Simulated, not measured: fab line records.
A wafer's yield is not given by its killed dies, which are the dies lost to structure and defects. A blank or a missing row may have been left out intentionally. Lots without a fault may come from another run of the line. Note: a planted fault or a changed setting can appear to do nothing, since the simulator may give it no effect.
Chamber matching :: flow n5 finfet :: 4 sister chambers for N5_BEOL_M6_STRIP_36 on rie diel-05
The step strips in N2/H2. 14 wafers are shown with their chamber, then 7 later ones without.

WAFERS PAIRED WITH THEIR CHAMBERS
wafer: L076.1
chamber: 2
drypump motor current A (A): 5.6
showerhead plenum p Torr (Torr): 2.55
oes product au (a.u.): 0.80

wafer: L076.3
chamber: 1
drypump motor current A (A): 4.8
showerhead plenum p Torr (Torr): 2.48
oes product au (a.u.): 0.91

wafer: L076.5
chamber: 1
drypump motor current A (A): 4.9
showerhead plenum p Torr (Torr): 2.48
oes product au (a.u.): 0.92

wafer: L078.1
chamber: 1
drypump motor current A (A): 4.8
showerhead plenum p Torr (Torr): 2.48
oes product au (a.u.): 0.90

wafer: L078.5
chamber: 1
drypump motor current A (A): 4.8
showerhead plenum p Torr (Torr): 2.48
oes product au (a.u.): 0.89

wafer: L078.6
chamber: 0
drypump motor current A (A): 5.2
showerhead plenum p Torr (Torr): 2.45
oes product au (a.u.): 0.79

wafer: L080.3
chamber: 1
drypump motor current A (A): 4.9
showerhead plenum p Torr (Torr): 2.48
oes product au (a.u.): 0.88

wafer: L080.4
chamber: 3
drypump motor current A (A): 5.4
showerhead plenum p Torr (Torr): 2.51
oes product au (a.u.): 0.97

wafer: L080.6
chamber: 3
drypump motor current A (A): 5.4
showerhead plenum p Torr (Torr): 2.50
oes product au (a.u.): 0.98

wafer: L084.1
chamber: 3
drypump motor current A (A): 5.4
showerhead plenum p Torr (Torr): 2.50
oes product au (a.u.): 0.93

wafer: L084.3
chamber: 2
drypump motor current A (A): 5.6
showerhead plenum p Torr (Torr): 2.54
oes product au (a.u.): 0.77

wafer: L084.5
chamber: 2
drypump motor current A (A): 5.6
showerhead plenum p Torr (Torr): 2.54
oes product au (a.u.): 0.77

wafer: L087.1
chamber: 0
drypump motor current A (A): 5.2
showerhead plenum p Torr (Torr): 2.44
oes product au (a.u.): 0.77

wafer: L087.4
chamber: 1
drypump motor current A (A): 4.8
showerhead plenum p Torr (Torr): 2.47
oes product au (a.u.): 0.85

SIGNATURES, as means of the wafers listed above
reading: drypump motor current A
chamber 0: 5.200
chamber 1: 4.833
chamber 2: 5.600
chamber 3: 5.400
scatter within a chamber: 0.0365

reading: showerhead plenum p Torr
chamber 0: 2.4450
chamber 1: 2.4783
chamber 2: 2.5433
chamber 3: 2.5033
scatter within a chamber: 0.00516

reading: oes product au
chamber 0: 0.7800
chamber 1: 0.8917
chamber 2: 0.7800
chamber 3: 0.9600
scatter within a chamber: 0.023
Rule: distance of a wafer from a chamber = root of the sum over the readings of ((wafer's reading minus chamber's mean) / reading's scatter) squared. If the next closest chamber is less than 2 further off than the closest, the wafer can't be placed; otherwise it belongs to the closest. The scatter: take each reading less its chamber's mean, square it, sum over the shown wafers, divide by the number of wafers less the number of chambers, and take the root.

WAFERS MISSING THEIR CHAMBER
wafer: L087.5
drypump motor current A (A): 4.8
showerhead plenum p Torr (Torr): 2.47
oes product au (a.u.): 0.84

wafer: L093.1
drypump motor current A (A): 5.3
showerhead plenum p Torr (Torr): 2.44
oes product au (a.u.): 0.77

wafer: L093.2
drypump motor current A (A): 5.4
showerhead plenum p Torr (Torr): 2.49
oes product au (a.u.): 0.91

wafer: L093.6
drypump motor current A (A): 4.9
showerhead plenum p Torr (Torr): 2.47
oes product au (a.u.): 0.84

wafer: L095.1
drypump motor current A (A): 5.4
showerhead plenum p Torr (Torr): 2.49
oes product au (a.u.): 0.87

wafer: L095.3
drypump motor current A (A): 5.3
showerhead plenum p Torr (Torr): 2.43
oes product au (a.u.): 0.76

wafer: L095.4
drypump motor current A (A): 4.8
showerhead plenum p Torr (Torr): 2.46
oes product au (a.u.): 0.83

WHICH CHAMBER EACH ONE RAN IN
wafer: L087.5
from the rows above: 1
in truth: 1

wafer: L093.1
from the rows above: 0
in truth: 0

wafer: L093.2
from the rows above: 3
in truth: 3

wafer: L093.6
from the rows above: 1
in truth: 1

wafer: L095.1
from the rows above: 3
in truth: 3

wafer: L095.3
from the rows above: 0
in truth: 0

wafer: L095.4
from the rows above: 1
in truth: 1
7 of 7 placed correctly. Can't be placed from these rows: 0. Number placed wrongly: 0.
